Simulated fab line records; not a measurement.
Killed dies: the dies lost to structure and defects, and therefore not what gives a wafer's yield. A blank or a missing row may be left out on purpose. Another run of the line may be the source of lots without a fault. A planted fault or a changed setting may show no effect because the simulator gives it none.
Which tool is to blame? -- flow nand_harc -- 24 lots, 72 wafers sampled, at 6 steps of a route of 1302

## WHAT EACH GAUGE READ, for each wafer
NHARC_P_CONTACT_CD_MEAS_12 targets a cd of 90 nm.
lot,measured,on,cd_nm (nm)
L074,day 6 03:28,cd_sem-02,90.8 90.5 89.9
L075,day 6 06:14,cd_sem-02,90.6 90.1 90.3
L076,day 6 17:43,cd_sem-03,90.5 90.1 90.8
L077,day 7 02:12,cd_sem-03,90.1 90.3 89.9
L078,day 7 15:58,cd_sem-02,89.7 89.6 89.5
L079,day 8 02:12,cd_sem-01,90.2 90.6 89.8
L080,day 8 07:49,cd_sem-01,90.8 89.6 90.0
L081,day 9 01:42,cd_sem-02,89.7 89.3 89.7
L082,day 9 07:37,cd_sem-03,90.0 90.3 90.1
L083,day 9 15:28,cd_sem-01,89.9 90.1 90.0
L084,day 10 08:17,cd_sem-03,90.2 89.8 89.4
L085,day 10 16:35,cd_sem-03,90.3 90.3 90.0
L086,day 10 22:40,cd_sem-03,90.7 89.9 91.1
L087,day 11 02:33,cd_sem-02,89.7 89.2 90.5
L088,day 12 02:21,cd_sem-03,90.0 90.1 90.0
L089,day 12 02:44,cd_sem-03,90.2 89.7 89.5
L090,day 12 20:02,cd_sem-02,89.3 89.7 90.1
L091,day 13 07:07,cd_sem-03,90.3 89.8 90.7
L092,day 13 09:53,cd_sem-01,89.9 89.5 89.8
L093,day 13 21:34,cd_sem-02,90.2 90.3 90.3
L094,day 14 11:10,cd_sem-01,90.2 90.3 89.9
L095,day 14 17:58,cd_sem-03,89.5 89.5 89.7
L096,day 14 23:07,cd_sem-03,90.0 89.7 89.5
L097,day 15 12:43,cd_sem-01,89.5 89.5 89.7

NHARC_P_CONTACT_OVL_MEAS_13.
lot,measured,on,overlay_x_nm (nm),overlay_y_nm (nm)
L074,day 6 03:33,overlay-01,-0.7 -0.6 -0.4,-0.4 -0.6 -1.0
L075,day 6 06:19,overlay-02,-0.2 0.4 0.3,1.3 1.9 1.3
L076,day 6 17:48,overlay-02,-0.4 -0.6 -0.5,-0.3 -1.0 -0.7
L077,day 7 02:17,overlay-02,-1.8 -1.2 -1.2,0.4 0.1 0.3
L078,day 7 16:03,overlay-01,-1.6 -1.7 -1.7,-0.6 -0.6 -0.7
L079,day 8 02:17,overlay-02,0.1 -0.1 -0.5,0.1 -0.1 0.2
L080,day 8 07:55,overlay-01,0.4 0.5 1.0,1.0 1.7 0.3
L081,day 9 01:47,overlay-02,-0.5 -0.3 0.0,-1.1 -1.2 -0.9
L082,day 9 07:42,overlay-01,-0.5 -0.2 -0.6,-1.1 -0.5 -0.9
L083,day 9 15:34,overlay-02,-1.5 -0.8 -0.9,1.1 0.9 1.0
L084,day 10 08:22,overlay-01,-0.2 0.1 -0.5,-0.8 -0.3 -0.3
L085,day 10 16:41,overlay-01,-0.6 -1.2 -1.0,-1.0 -1.2 -0.9
L086,day 10 22:45,overlay-01,-0.2 -0.4 -0.7,-1.4 -1.4 -1.3
L087,day 11 02:38,overlay-02,1.1 1.4 1.0,-1.2 -1.1 -0.7
L088,day 12 02:26,overlay-01,1.3 1.5 0.9,-0.7 -0.5 -0.3
L089,day 12 02:49,overlay-02,0.3 0.6 0.1,-1.5 -1.1 -1.2
L090,day 12 20:07,overlay-01,-1.0 -1.1 -0.7,1.0 1.0 1.7
L091,day 13 07:12,overlay-01,-0.3 0.0 -0.1,-0.6 -0.6 -0.6
L092,day 13 09:58,overlay-02,2.7 2.1 2.3,-0.1 -0.6 -0.8
L093,day 13 21:39,overlay-01,-1.1 -1.6 -0.5,0.2 0.3 0.3
L094,day 14 11:15,overlay-02,0.7 0.5 0.8,-0.9 -1.5 -1.0
L095,day 14 18:04,overlay-02,1.4 1.3 1.4,-0.1 -0.2 -0.1
L096,day 14 23:13,overlay-01,-0.7 -0.6 -0.8,0.2 0.2 0.2
L097,day 15 12:49,overlay-01,0.1 0.4 0.2,-1.0 -1.1 -1.3

## WHICH TOOL RAN EACH LOT (tool, then ch and the chambers of the sampled wafers, then the start)
lot,NHARC_P_STI_DESCUM_14,NHARC_P_GATE_STRIP_101,NHARC_P_GATE_DESCUM_61,NHARC_P_GATE_RTA_82
L074,"rie_diel-09 ch 0,1,3, day 2 21:59","rie_diel-07 ch 0,3, day 5 14:28","rie_diel-12 ch 1,2,3, day 5 17:19","rtp_anneal-02 ch 0, day 6 01:50"
L075,"rie_diel-06 ch 0,2, day 3 05:36","rie_diel-03 ch 1,2, day 5 21:16","rie_diel-12 ch 0,1,2, day 5 23:59","rtp_anneal-02 ch 0, day 6 04:36"
L076,"rie_diel-09 ch 0,2,3, day 3 17:55","rie_diel-12 ch 0,1,3, day 6 08:45","rie_diel-12 ch 0,2,3, day 6 11:28","rtp_anneal-01 ch 0, day 6 15:55"
L077,"rie_diel-09 ch 0,1,2, day 4 01:57","rie_diel-03 ch 1,3, day 6 17:10","rie_diel-12 ch 1,3, day 6 19:52","rtp_anneal-02 ch 0, day 7 00:23"
L078,"rie_diel-13 ch 0,1,3, day 4 12:59","rie_diel-12 ch 0,1,3, day 7 06:47","rie_diel-03 ch 0,2,3, day 7 09:32","rtp_anneal-02 ch 0, day 7 14:09"
L079,"rie_diel-06 ch 0,1,3, day 4 21:48","rie_diel-03 ch 0,3, day 7 17:23","rie_diel-07 ch 0,1,2, day 7 20:14","rtp_anneal-02 ch 0, day 8 00:31"
L080,"rie_diel-06 ch 1,2,3, day 5 06:58","rie_diel-03 ch 0,1, day 7 22:37","rie_diel-12 ch 0,3, day 8 01:30","rtp_anneal-02 ch 0, day 8 06:01"
L081,"rie_diel-13 ch 0,3, day 5 16:32","rie_diel-03 ch 0,1, day 8 16:45","rie_diel-12 ch 0,3, day 8 19:29","rtp_anneal-02 ch 0, day 8 23:55"
L082,"rie_diel-09 ch 0,1,3, day 6 03:31","rie_diel-07 ch 0,2,3, day 8 22:47","rie_diel-07 ch 0,1,3, day 9 01:29","rtp_anneal-02 ch 0, day 9 05:56"
L083,"rie_diel-13 ch 0,1,2, day 6 13:56","rie_diel-12 ch 0,2,3, day 9 06:40","rie_diel-03 ch 0,3, day 9 09:23","rtp_anneal-01 ch 0, day 9 13:50"
L084,"rie_diel-13 ch 0,2,3, day 7 02:30","rie_diel-07 ch 0,2,3, day 9 23:26","rie_diel-03 ch 1,2, day 10 02:11","rtp_anneal-02 ch 0, day 10 06:33"
L085,"rie_diel-13 ch 0,1,2, day 7 13:05","rie_diel-03 ch 1,3, day 10 07:36","rie_diel-03 ch 1,2, day 10 10:19","rtp_anneal-01 ch 0, day 10 14:47"
L086,"rie_diel-09 ch 1,2, day 7 21:43","rie_diel-12 ch 1,2, day 10 13:56","rie_diel-12 ch 2,3, day 10 16:32","rtp_anneal-01 ch 0, day 10 20:55"
L087,"rie_diel-06 ch 0,1,3, day 8 04:50","rie_diel-07 ch 0,1,3, day 10 17:42","rie_diel-12 ch 1,2,3, day 10 20:19","rtp_anneal-02 ch 0, day 11 00:44"
L088,"rie_diel-13 ch 0,2, day 8 16:31","rie_diel-07 ch 0,2, day 11 17:16","rie_diel-07 ch 0,2,3, day 11 20:06","rtp_anneal-01 ch 0, day 12 00:35"
L089,"rie_diel-06 ch 0,2,3, day 9 00:47","rie_diel-12 ch 0,2,3, day 11 17:43","rie_diel-12 ch 0,1,2, day 11 20:39","rtp_anneal-01 ch 0, day 12 01:03"
L090,"rie_diel-13 ch 1,2,3, day 9 10:33","rie_diel-07 ch 1,2, day 12 11:05","rie_diel-03 ch 0,3, day 12 13:55","rtp_anneal-01 ch 0, day 12 18:16"
L091,"rie_diel-06 ch 1,2, day 9 21:13","rie_diel-12 ch 1,2,3, day 12 22:09","rie_diel-12 ch 2,3, day 13 01:01","rtp_anneal-01 ch 0, day 13 05:21"
L092,"rie_diel-13 ch 1,2, day 10 08:16","rie_diel-12 ch 2,3, day 13 01:04","rie_diel-03 ch 0,1,2, day 13 03:47","rtp_anneal-02 ch 0, day 13 08:12"
L093,"rie_diel-13 ch 0,1, day 10 21:53","rie_diel-03 ch 2,3, day 13 12:46","rie_diel-07 ch 0,1, day 13 15:31","rtp_anneal-02 ch 0, day 13 19:50"
L094,"rie_diel-09 ch 0,1, day 11 07:52","rie_diel-07 ch 0,1,2, day 14 02:04","rie_diel-03 ch 2,3, day 14 04:53","rtp_anneal-01 ch 0, day 14 09:14"
L095,"rie_diel-06 ch 0,1,2, day 11 12:25","rie_diel-03 ch 1,2,3, day 14 09:01","rie_diel-07 ch 0,2,3, day 14 11:46","rtp_anneal-02 ch 0, day 14 16:11"
L096,"rie_diel-06 ch 0,1,3, day 11 23:13","rie_diel-03 ch 0,1,2, day 14 14:17","rie_diel-12 ch 0,1,2, day 14 17:00","rtp_anneal-01 ch 0, day 14 21:19"
L097,"rie_diel-06 ch 0,3, day 12 09:29","rie_diel-03 ch 1,2,3, day 15 03:44","rie_diel-03 ch 0,2,3, day 15 06:21","rtp_anneal-01 ch 0, day 15 10:55"
- NHARC_P_STI_DESCUM_14: chemistry O2, time 3 s.
- NHARC_P_GATE_STRIP_101: strips in O2, time 20 s.
- NHARC_P_GATE_DESCUM_61: chemistry O2, time 3 s.
- NHARC_P_GATE_RTA_82: time 30 s.

## WHAT THE TOOLS THEMSELVES READ (means of the sampled wafers that have a number; where no wafer has one, the mark that the record gives instead)
NHARC_P_STI_DESCUM_14.
lot,tool,drypump_motor_current_A (A),mfc_ar_sccm (sccm),oes_product_au (a.u.),rf_vpp_V (V),showerhead_plenum_p_Torr (Torr),throttle_valve_pct (%)
L074,rie_diel-09,5.7,0.000,0.998,57.2,1.90,11.307
L075,rie_diel-06,5.0,0.004,0.991,57.9,1.90,11.311
L076,rie_diel-09,5.8,0.000,0.992,58.0,1.96,11.312
L077,rie_diel-09,5.8,0.000,0.999,57.4,1.93,11.312
L078,rie_diel-13,5.7,0.010,1.006,57.4,1.87,11.311
L079,rie_diel-06,5.5,0.001,0.992,57.2,1.88,11.308
L080,rie_diel-06,5.7,0.005,0.997,56.8,1.88,11.317
L081,rie_diel-13,6.1,0.020,1.012,56.8,1.86,11.308
L082,rie_diel-09,5.8,0.000,0.992,58.1,1.90,11.305
L083,rie_diel-13,5.6,0.010,0.996,57.7,1.90,11.305
L084,rie_diel-13,5.8,0.010,0.996,58.6,1.90,11.309
L085,rie_diel-13,5.6,0.010,0.999,58.0,1.89,11.317
L086,rie_diel-09,5.6,0.000,0.996,57.4,1.92,11.312
L087,rie_diel-06,5.5,0.001,0.999,57.9,1.88,11.320
L088,rie_diel-13,5.7,0.010,0.991,58.1,1.93,11.306
L089,rie_diel-06,5.5,0.004,0.992,58.2,1.89,11.308
L090,rie_diel-13,5.4,0.000,0.995,57.8,1.90,11.317
L091,rie_diel-06,5.5,0.009,0.998,58.4,1.89,11.313
L092,rie_diel-13,5.3,0.000,1.005,58.3,1.93,11.309
L093,rie_diel-13,5.5,0.010,0.997,56.9,1.85,11.312
L094,rie_diel-09,5.6,0.000,0.993,57.7,1.86,11.324
L095,rie_diel-06,5.3,0.005,1.001,57.7,1.89,11.308
L096,rie_diel-06,5.5,0.001,1.000,57.2,1.88,11.308
L097,rie_diel-06,5.7,0.000,1.002,57.5,1.89,11.309

NHARC_P_GATE_STRIP_101.
lot,tool,drypump_motor_current_A (A),mfc_ar_sccm (sccm),oes_product_au (a.u.),rf_vpp_V (V),showerhead_plenum_p_Torr (Torr),throttle_valve_pct (%)
L074,rie_diel-07,5.4,0.000,1.000,57.7,3.63,17.041
L075,rie_diel-03,5.6,0.016,0.994,56.8,3.42,17.036
L076,rie_diel-12,5.7,0.017,1.006,57.3,3.45,17.039
L077,rie_diel-03,6.1,0.015,0.997,57.8,3.49,17.028
L078,rie_diel-12,5.8,0.017,0.998,58.2,3.45,17.040
L079,rie_diel-03,5.8,0.007,0.989,57.8,3.59,17.041
L080,rie_diel-03,5.5,0.016,0.993,57.4,3.40,17.038
L081,rie_diel-03,5.3,0.008,0.987,57.6,3.49,17.031
L082,rie_diel-07,5.6,0.013,0.993,58.5,3.70,17.040
L083,rie_diel-12,5.8,0.003,0.999,58.3,3.57,17.035
L084,rie_diel-07,5.6,0.013,0.993,58.4,3.70,17.033
L085,rie_diel-03,6.0,0.019,0.996,57.8,3.40,17.034
L086,rie_diel-12,5.4,0.027,1.002,57.4,3.48,17.029
L087,rie_diel-07,5.5,0.002,1.000,58.1,3.67,17.032
L088,rie_diel-07,5.6,0.027,0.986,58.1,3.70,17.037
L089,rie_diel-12,5.8,0.003,1.002,58.4,3.56,17.033
L090,rie_diel-07,5.5,0.018,1.001,58.7,3.72,17.035
L091,rie_diel-12,5.6,0.017,1.000,57.1,3.56,17.037
L092,rie_diel-12,5.8,0.007,1.007,58.1,3.65,17.040
L093,rie_diel-03,5.6,0.003,0.998,56.6,3.64,17.043
L094,rie_diel-07,5.5,0.016,1.008,58.1,3.67,17.033
L095,rie_diel-03,5.8,0.011,0.994,57.7,3.51,17.035
L096,rie_diel-03,5.4,0.008,1.000,57.1,3.51,17.034
L097,rie_diel-03,5.8,0.011,0.999,57.1,3.51,17.038

NHARC_P_GATE_DESCUM_61.
lot,tool,drypump_motor_current_A (A),mfc_ar_sccm (sccm),oes_product_au (a.u.),rf_vpp_V (V),showerhead_plenum_p_Torr (Torr),throttle_valve_pct (%)
L074,rie_diel-12,5.5,0.017,1.008,58.1,1.94,11.309
L075,rie_diel-12,5.6,0.014,0.999,57.1,1.89,11.306
L076,rie_diel-12,5.8,0.003,0.998,58.5,1.93,11.313
L077,rie_diel-12,5.7,0.020,1.001,58.1,1.92,11.313
L078,rie_diel-03,5.5,0.003,0.995,58.1,1.96,11.308
L079,rie_diel-07,5.4,0.016,0.996,57.7,2.00,11.312
L080,rie_diel-12,6.0,0.003,0.992,58.2,1.86,11.307
L081,rie_diel-12,5.9,0.007,1.006,58.5,1.92,11.321
L082,rie_diel-07,5.5,0.002,0.987,58.5,2.00,11.320
L083,rie_diel-03,5.4,0.003,1.002,58.3,1.95,11.306
L084,rie_diel-03,5.6,0.016,0.997,57.3,1.85,11.310
L085,rie_diel-03,5.5,0.008,1.003,56.6,1.92,11.304
L086,rie_diel-12,5.8,0.007,1.001,56.9,1.99,11.313
L087,rie_diel-12,5.6,0.017,1.000,57.9,1.94,11.299
L088,rie_diel-07,5.6,0.013,0.986,58.7,2.01,11.315
L089,rie_diel-12,5.6,0.014,0.992,57.7,1.88,11.309
L090,rie_diel-03,5.4,0.003,0.990,58.1,1.95,11.310
L091,rie_diel-12,5.8,0.007,1.001,57.8,1.99,11.311
L092,rie_diel-03,5.3,0.008,0.993,56.9,1.91,11.317
L093,rie_diel-07,5.3,0.002,1.003,58.1,1.96,11.318
L094,rie_diel-03,5.9,0.007,1.003,59.3,1.96,11.309
L095,rie_diel-07,5.6,0.013,1.009,57.7,2.01,11.319
L096,rie_diel-12,5.6,0.014,1.009,58.2,1.88,11.312
L097,rie_diel-03,5.5,0.003,0.998,58.8,1.96,11.304

NHARC_P_GATE_RTA_82.
lot,tool,lamp_power_pct (%),lamp_zone_4_pct (%),wafer_temp_C_max
L074,rtp_anneal-02,3.65,3.65,451.1
L075,rtp_anneal-02,3.65,3.65,451.5
L076,rtp_anneal-01,3.94,3.94,451.3
L077,rtp_anneal-02,3.65,3.65,451.3
L078,rtp_anneal-02,3.65,3.65,451.3
L079,rtp_anneal-02,3.65,3.65,451.7
L080,rtp_anneal-02,3.64,3.65,451.5
L081,rtp_anneal-02,3.65,3.65,451.4
L082,rtp_anneal-02,3.65,3.65,451.4
L083,rtp_anneal-01,3.93,3.94,451.4
L084,rtp_anneal-02,3.65,3.65,451.3
L085,rtp_anneal-01,3.94,3.94,451.6
L086,rtp_anneal-01,3.93,3.94,451.4
L087,rtp_anneal-02,3.65,3.64,451.3
L088,rtp_anneal-01,3.93,3.93,451.4
L089,rtp_anneal-01,3.93,3.93,451.6
L090,rtp_anneal-01,3.94,3.94,451.9
L091,rtp_anneal-01,3.94,3.93,451.3
L092,rtp_anneal-02,3.65,3.65,451.4
L093,rtp_anneal-02,3.64,3.65,451.4
L094,rtp_anneal-01,3.94,3.94,451.2
L095,rtp_anneal-02,3.65,3.65,451.3
L096,rtp_anneal-01,3.94,3.93,451.6
L097,rtp_anneal-01,3.94,3.94,451.5

## THE ANSWER, worked out from the rows above alone
Rule: the lots themselves supply what counts as usual. The widest of any qualifying gaps counts: lots, ordered by their means at a reading, are off when they make up no more than a third of the lots, leave a main group of 4 or more, and stand apart from it by 3 or more times the standard deviation of that group's means. Not used: any main group whose means are identical at the precision the tables above print for the reading. A lot without any number at a reading at which 4 lots or more have one is off too. Where the step has rows for the other lots, those lots are counted as sound. After the gauges, taken in route order, come the tools' own readings; for these a lot's mean is taken, as printed above. The first step at which some lot is off is used, and at that step the reading that is off furthest; a lot without a number counts as furthest.
No lot is off on any of the readings shown, so nothing can be concluded from this.

## WHAT WAS PUT IN BY THE SIMULATOR
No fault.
